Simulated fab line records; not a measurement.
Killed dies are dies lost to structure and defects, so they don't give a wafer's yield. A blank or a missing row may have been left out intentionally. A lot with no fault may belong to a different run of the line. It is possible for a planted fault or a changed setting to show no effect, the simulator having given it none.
Chamber matching -- flow n5-finfet -- pecvd-04 running N5_BEOL_M2_DEP_57: 3 sister chambers
The step deposits SiCN from 3MS/NH3, target thk 8 nm, time 14 s. 20 wafers are shown with their chamber, then 10 later ones without.

WAFERS WITH THEIR CHAMBER
wafer,chamber,throttle-valve-pct (%),showerhead-plenum-p-Torr (Torr),showerhead-vpp-V (V)
L079.1,1,8.9,3.676,893
L079.2,2,8.4,3.654,911
L079.3,0,8.4,3.670,903
L080.1,1,9.1,3.671,880
L080.5,1,9.1,3.674,886
L080.6,0,8.5,3.672,919
L076.2,2,8.5,3.654,923
L076.4,2,8.4,3.659,910
L076.6,1,9.1,3.671,879
L081.2,1,9.0,3.678,887
L081.3,0,8.3,3.667,899
L081.5,0,8.6,3.675,887
L085.1,2,8.2,3.662,918
L085.4,1,9.3,3.670,884
L085.5,2,8.6,3.644,905
L090.2,0,8.3,3.672,906
L090.5,1,9.1,3.667,885
L090.6,2,8.2,3.657,915
L092.2,2,8.5,3.662,913
L092.3,0,8.5,3.676,897

SIGNATURES, as means of the wafers listed above
reading,chamber 0,chamber 1,chamber 2,scatter within a chamber
throttle-valve-pct,8.433,9.086,8.400,0.133
showerhead-plenum-p-Torr,3.67200,3.67243,3.65600,0.00469
showerhead-vpp-V,901.83,884.86,913.57,7.27
Rule: for a wafer and a chamber, the distance is found by dividing, reading by reading, the gap between the wafer's reading and the chamber's mean by the reading's scatter, squaring, summing and taking the root. The wafer belongs to the nearest chamber; if the next one is less than 2 further off, it can't be placed. The scatter: the root of (the sum of the squares of (reading less its chamber's mean) over the shown wafers, divided by (wafers less chambers)).

WAFERS WITHOUT THEIR CHAMBER
wafer,throttle-valve-pct (%),showerhead-plenum-p-Torr (Torr),showerhead-vpp-V (V)
L092.4,9.3,3.673,877
L094.3,8.5,3.671,911
L094.4,9.2,3.676,868
L094.6,8.4,3.672,895
L096.1,8.3,3.674,916
L096.2,9.4,3.667,881
L096.6,8.5,3.658,914
L097.1,8.6,3.677,914
L097.4,9.1,3.666,886
L097.6,8.3,3.656,917

CHAMBER TAKEN BY EACH
wafer,from the rows above,in truth
L092.4,1,1
L094.3,can't be placed: 0 or 2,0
L094.4,1,1
L094.6,0,0
L096.1,can't be placed: 0 or 2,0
L096.2,1,1
L096.6,2,2
L097.1,0,0
L097.4,1,1
L097.6,2,2
Correct placement for 8 of the 10. Cannot be placed on the basis of these rows: 2; the candidates contain the true chamber in 2. Placed wrongly: 0.
